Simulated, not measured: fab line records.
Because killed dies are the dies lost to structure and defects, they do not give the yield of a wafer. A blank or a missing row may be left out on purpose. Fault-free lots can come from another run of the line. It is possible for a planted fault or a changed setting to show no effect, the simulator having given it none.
Chamber matching :: flow n5 finfet :: 3 sister chambers for N5_BEOL_M6_ILD_DEP_00 on pecvd-01
The step deposits SiCOH lowk from DEMS/porogen, target thk 179.75 nm, time 33.4 s. 18 wafers are shown with their chamber, then 9 later ones without.

## WAFERS WITH THEIR CHAMBER
wafer: L075.1
chamber: 0
throttle valve pct (%): 15.2
showerhead plenum p Torr (Torr): 5.726
heater power w (W): 316

wafer: L075.2
chamber: 1
throttle valve pct (%): 13.6
showerhead plenum p Torr (Torr): 5.757
heater power w (W): 304

wafer: L075.3
chamber: 2
throttle valve pct (%): 12.6
showerhead plenum p Torr (Torr): 5.744
heater power w (W): 358

wafer: L075.4
chamber: 1
throttle valve pct (%): 13.8
showerhead plenum p Torr (Torr): 5.750
heater power w (W): 312

wafer: L075.5
chamber: 0
throttle valve pct (%): 15.0
showerhead plenum p Torr (Torr): 5.734
heater power w (W): 311

wafer: L075.6
chamber: 2
throttle valve pct (%): 12.9
showerhead plenum p Torr (Torr): 5.731
heater power w (W): 368

wafer: L078.4
chamber: 2
throttle valve pct (%): 12.8
showerhead plenum p Torr (Torr): 5.742
heater power w (W): 331

wafer: L078.5
chamber: 0
throttle valve pct (%): 14.7
showerhead plenum p Torr (Torr): 5.724
heater power w (W): 277

wafer: L078.6
chamber: 1
throttle valve pct (%): 14.0
showerhead plenum p Torr (Torr): 5.748
heater power w (W): 287

wafer: L079.1
chamber: 2
throttle valve pct (%): 12.9
showerhead plenum p Torr (Torr): 5.752
heater power w (W): 348

wafer: L079.3
chamber: 1
throttle valve pct (%): 13.8
showerhead plenum p Torr (Torr): 5.760
heater power w (W): 337

wafer: L079.4
chamber: 1
throttle valve pct (%): 13.7
showerhead plenum p Torr (Torr): 5.749
heater power w (W): 336

wafer: L083.1
chamber: 2
throttle valve pct (%): 13.2
showerhead plenum p Torr (Torr): 5.750
heater power w (W): 345

wafer: L083.2
chamber: 1
throttle valve pct (%): 13.8
showerhead plenum p Torr (Torr): 5.760
heater power w (W): 323

wafer: L083.3
chamber: 0
throttle valve pct (%): 15.3
showerhead plenum p Torr (Torr): 5.722
heater power w (W): 273

wafer: L083.4
chamber: 2
throttle valve pct (%): 13.1
showerhead plenum p Torr (Torr): 5.735
heater power w (W): 342

wafer: L083.5
chamber: 0
throttle valve pct (%): 15.2
showerhead plenum p Torr (Torr): 5.733
heater power w (W): 279

wafer: L083.6
chamber: 1
throttle valve pct (%): 13.6
showerhead plenum p Torr (Torr): 5.761
heater power w (W): 325

SIGNATURES, as means of the wafers listed above
reading: throttle valve pct
chamber 0: 15.080
chamber 1: 13.757
chamber 2: 12.917
scatter within a chamber: 0.196

reading: showerhead plenum p Torr
chamber 0: 5.72780
chamber 1: 5.75500
chamber 2: 5.74233
scatter within a chamber: 0.0066

reading: heater power w
chamber 0: 291.20
chamber 1: 317.71
chamber 2: 348.67
scatter within a chamber: 17.3
Rule: a wafer lies at a distance from a chamber equal to the root of the sum of squares, over the readings, of (its reading less the chamber's mean, divided by the reading's scatter). The wafer belongs to the nearest chamber; if the next one is less than 2 further off, it can't be placed. The scatter is the square root of a quotient: the sum, over the shown wafers, of each reading's squared deviation from its chamber's mean, divided by wafers minus chambers.

## WAFERS WITHOUT THEIR CHAMBER
wafer: L093.1
throttle valve pct (%): 13.7
showerhead plenum p Torr (Torr): 5.740
heater power w (W): 320

wafer: L093.4
throttle valve pct (%): 13.2
showerhead plenum p Torr (Torr): 5.746
heater power w (W): 343

wafer: L093.5
throttle valve pct (%): 15.1
showerhead plenum p Torr (Torr): 5.748
heater power w (W): 292

wafer: L082.1
throttle valve pct (%): 13.9
showerhead plenum p Torr (Torr): 5.755
heater power w (W): 331

wafer: L082.3
throttle valve pct (%): 13.1
showerhead plenum p Torr (Torr): 5.740
heater power w (W): 319

wafer: L082.6
throttle valve pct (%): 15.4
showerhead plenum p Torr (Torr): 5.744
heater power w (W): 282

wafer: L096.3
throttle valve pct (%): 15.0
showerhead plenum p Torr (Torr): 5.727
heater power w (W): 300

wafer: L096.4
throttle valve pct (%): 15.2
showerhead plenum p Torr (Torr): 5.735
heater power w (W): 307

wafer: L096.6
throttle valve pct (%): 12.9
showerhead plenum p Torr (Torr): 5.734
heater power w (W): 285

## THE CHAMBER EACH PASSED THROUGH
wafer: L093.1
from the rows above: 1
in truth: 1

wafer: L093.4
from the rows above: can't be placed: 2 or 1
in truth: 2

wafer: L093.5
from the rows above: 0
in truth: 0

wafer: L082.1
from the rows above: 1
in truth: 1

wafer: L082.3
from the rows above: 2
in truth: 2

wafer: L082.6
from the rows above: 0
in truth: 0

wafer: L096.3
from the rows above: 0
in truth: 0

wafer: L096.4
from the rows above: 0
in truth: 0

wafer: L096.6
from the rows above: can't be placed: 2 or 1
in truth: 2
7 of 9 placed correctly. Unplaceable from these rows: 2, with the true chamber sitting among the candidates in 2. Placed wrongly: 0.
